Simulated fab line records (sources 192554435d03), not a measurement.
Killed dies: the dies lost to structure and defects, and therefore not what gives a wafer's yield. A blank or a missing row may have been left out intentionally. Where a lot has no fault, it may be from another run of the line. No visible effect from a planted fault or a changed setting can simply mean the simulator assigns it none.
Code-filled problem report in 8D (eight disciplines) form ; flow n5Finfet ; the parts of the form that need people (team, actions taken, sign-off) are left out

1. THE ISSUE
At N5_BEOL_M9_COAT_05, spinSpeedRpm averages 1754.5 rpm over 6 wafers from 2 lots, while fault-free wafers read 1500.0 rpm, standard deviation 0.96. That is +99 or more standard deviations from the usual mean.
The step: resist thk 90 nm.
Seen first at day 13 20:13 on lithoTrack-04, wafer L927.1. The record holds 33 wafers of 12 lots with a number at this step. By rule, "out" or "out of limits" means more than 4 standard deviations away from the usual mean. Any other wafer with a number is counted as sound.

2. WHAT IT IS; WHAT IT IS NOT
question;is;is not
which readings at this step;spinSpeedRpm;-
which lots;L926, L927;L914, L915, L916, L917, L918, L921, L922, L924, L929, L936
which wafers of those lots;all that have a number;-
read on which tools;lithoTrack-04;lithoTrack-05
when;from day 13 20:13;"up to then (22 sound wafers); but 5 sound wafers of L929, L936 came after"

3. SUSPECTS, AND WHAT RULES EACH OUT
Counting: a tool at a process step up to the reading stays a suspect if it ran every lot that is out and no sound lot after the first of them.
- rieDiel-05 at N5_BEOL_M8_STRIP_80 (strips in N2/H2, time 10 s): kept. All lots that are out passed through it, beginning with L927 at day 13 19:22, and no sound lot followed; its final sound lot before that point was L917 at day 12 11:41. N5_BEOL_M8_STRIP_80: start missing for some lots; hours and lot order therefore follow N5_BEOL_M9_PECVD_70.
- lithoTrack-04 at N5_BEOL_M9_COAT_05 (resist thk 90 nm): kept. All lots that are out passed through it, beginning with L927 at day 13 20:13, and no sound lot followed; its final sound lot before that point was L922 at day 12 14:50. Out on those wafers are its own readings of spinSpeedRpm.
Remaining after the count are rieDiel-05 at N5_BEOL_M8_STRIP_80 and lithoTrack-04 at N5_BEOL_M9_COAT_05.

4. THE CAUSE (what the simulator had put in)
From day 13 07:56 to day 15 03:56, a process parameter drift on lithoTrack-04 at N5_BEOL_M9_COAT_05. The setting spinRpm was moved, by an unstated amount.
Counting left 2 suspects, and this tool is among them.

5. SEQUENCE OF EFFECTS, ordered by route
Rows list readings where the struck wafers' mean (over those with a number) sits beyond 3 standard deviations from the usual. Only readings whose record carries a usual standard deviation are examined. hours: median over the lots of the time between each lot's start at the first step of this table that gives one and its start at this step. sigmas: the change, counted in usual standard deviations.
hours;step;reading;usual;on struck wafers;change;sigmas
0;N5_BEOL_M9_COAT_05;spinSpeedRpm;1500.0 rpm;1754.5;+254.5;+99 or more
Here are the process steps it includes:
- N5_BEOL_M9_COAT_05: resist thk 90 nm.

6. WHAT WOULD HAVE CAUGHT IT SOONER
In this record no reading fell out of limits until day 13 20:13, 12 hours after the fault had begun at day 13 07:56.
